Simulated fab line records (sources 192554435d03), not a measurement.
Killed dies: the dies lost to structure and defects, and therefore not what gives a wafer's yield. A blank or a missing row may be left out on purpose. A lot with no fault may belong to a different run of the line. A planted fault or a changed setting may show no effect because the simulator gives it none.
Lot-split experiment | flow n5 finfet | 7 lots, 21 wafers read, on a route of 1938 steps

== ON THE SPLIT ==
At N5_DUMMY_GATE_PECVD_30 (deposits SiO2 from TEOS/O2, target thk 55 nm, time 10.8 s), the setting time s was moved away from the recipe's 10.8 s on 5 of the 21 wafers read, by -8.7% to +5.6%. This setting was run at the recipe's value on the other wafers.

== FROM THE SPLIT TO THE READING: what the file shows between them, 5 steps ==
- N5_DUMMY_GATE_COAT_34: time 60 s, resist thk 60 nm
- N5_DUMMY_GATE_COAT_35: time 60 s, resist thk 10 nm
- N5_DUMMY_GATE_ETCH_31: etches SiO2 in C4F6/O2, target depth 82.5 nm, time 27.5 s
- N5_DUMMY_GATE_STRIP_41: strips in O2
- N5_DUMMY_GATE_HM_OPEN_21: chemistry CH3F/O2, target SiNx, target depth 120 nm, time 171.4 s

== THE READING ==
SiO2_of_DUMMY_GATE_PECVD_30.thk nm (the simulator's own value, which no gauge read), in nm, at N5_DUMMY_GATE_ETCH_32 (etches SiO2 in CF4, target depth 3.5 nm, time 3.9 s). The file does not state a usual value for it. Across the 16 wafers here that went through the recipe, the average is 41.8 nm and the standard deviation 0.69 nm.

wafer  | tool, chamber at the split | time s as run, s | against the recipe | SiO2_of_DUMMY_GATE_PECVD_30.thk nm, nm | against lot-mates on the recipe
L074.2 | pecvd-02, 0                | 10.8             | recipe             | 40.8                                   | -
L074.3 | pecvd-02, 1                | 10.8             | recipe             | 40.6                                   | -
L074.4 | pecvd-02, 0                | 10.8             | recipe             | 41.4                                   | -
L075.3 | pecvd-04, 0                | 10.8             | recipe             | 41                                     | -
L075.4 | pecvd-04, 2                | 10.17            | -5.8%              | 39.4                                   | -1.7
L075.5 | pecvd-04, 0                | 10.8             | recipe             | 41.2                                   | -
L076.2 | pecvd-02, 1                | 9.857            | -8.7%              | 36.8                                   | -5.5
L076.5 | pecvd-02, 2,0              | 10.8             | recipe             | 42.6                                   | -
L076.6 | pecvd-02, 2,0              | 10.8             | recipe             | 42                                     | -
L087.1 | pecvd-01, 1                | 11.41            | +5.6%              | 42.2                                   | +0.8
L087.2 | pecvd-01, 2                | 10.8             | recipe             | 41.4                                   | -
L087.4 | pecvd-01, 0                | 11.41            | +5.6%              | 43                                     | +1.6
L093.2 | pecvd-04, 1                | 10.8             | recipe             | 41.8                                   | -
L093.3 | pecvd-04, 2                | 11.36            | +5.2%              | 45.4                                   | +2.9
L093.4 | pecvd-04, 2                | 10.8             | recipe             | 43.2                                   | -
L094.1 | pecvd-01, 2                | 10.8             | recipe             | 41.6                                   | -
L094.2 | pecvd-01, 1                | 10.8             | recipe             | 41.6                                   | -
L094.5 | pecvd-01, 0                | 10.8             | recipe             | 42.2                                   | -
L095.3 | pecvd-04, 0                | 10.8             | recipe             | 41.8                                   | -
L095.4 | pecvd-04, 0                | 10.8             | recipe             | 42.6                                   | -
L095.5 | pecvd-04, 1                | 10.8             | recipe             | 42.4                                   | -
Rows listing several chambers each stand for several wafers; the file does not say which wafer went through which chamber.

THE FIT
A straight line over all 21 wafers: SiO2_of_DUMMY_GATE_PECVD_30.thk nm changes by +0.426 nm for each +1% of time s; r = +0.83; the points scatter about the line by 0.92 nm.
The same after taking each lot's own level away (the mean of its wafers on the recipe; 21 wafers): +0.432 nm for each +1%; r = +0.90; scatter 0.7 nm.
According to that fit, moving time s by its largest amount changes the reading by 3.8 nm.
From 40.93 to 42.50 nm: that is the span of the lots' own levels, equal to 2.3 times the standard deviation above.
The two slopes are in agreement: the lot-to-lot level therefore moves the slope only a little.
Check: -2.67 nm against its lot-mates is what the line predicts for one of the wafers moved furthest among these (-8.7%) when that wafer is left out of the fit. It came out at -5.5 nm against them.

== THE OTHER SPLITS THESE WAFERS WENT THROUGH ==
Other splits were also applied to these wafers ahead of the reading. Each is held against what the fit with the lots' levels taken away leaves over:
other split on the same wafers            | wafers away from the commonest value | r with SiO2_of_DUMMY_GATE_PECVD_30.thk nm (lot level and that fit taken away)
N5_ZERO_LAYER_PECVD_02 time s             | 7                                    | +0.18
N5_PMOS_HMC_CHANNEL_EPI_PEB_07 peb temp c | 4                                    | -0.08
N5_PMOS_HMC_CHANNEL_EPI_ETCH_32 bias w    | 4                                    | +0.03
N5_FIN_SAQP_PECVD_48 time s               | 9                                    | -0.16
N5_FIN_SAQP_PEB_14 peb time s             | 6                                    | +0.12
N5_FIN_SAQP_FIN_ETCH_36 icp w             | 4                                    | -0.05
N5_DUMMY_GATE_CVD_03 temp c               | 15                                   | -0.13

== THE WHOLE CHAIN: every reading that the file lists as answering this split, in the file's order ==
step                     | what it does                                                      | reading                                                                             | change (the file's fit)               | r (the file's)
N5_DUMMY_GATE_PECVD_30   | deposits SiO2 from TEOS/O2, target thk 55 nm, time 10.8 s         | SiO2_of_DUMMY_GATE_PECVD_30.thk nm (the simulator's own value, which no gauge read) | +0.498 nm for each +1% of the setting | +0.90
N5_DUMMY_GATE_HM_OPEN_21 | chemistry CH3F/O2, target SiNx, target depth 120 nm, time 171.4 s | SiO2_of_DUMMY_GATE_PECVD_30.thk nm (the simulator's own value, which no gauge read) | +0.48 nm for each +1% of the setting  | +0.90
N5_DUMMY_GATE_ETCH_32    | etches SiO2 in CF4, target depth 3.5 nm, time 3.9 s               | SiO2_of_DUMMY_GATE_PECVD_30.thk nm (the simulator's own value, which no gauge read) | +0.472 nm for each +1% of the setting | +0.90

== FILE'S OWN FIT ==
SiO2_of_DUMMY_GATE_PECVD_30.thk nm changes by +0.472 nm for each +1% of time s, r = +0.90.
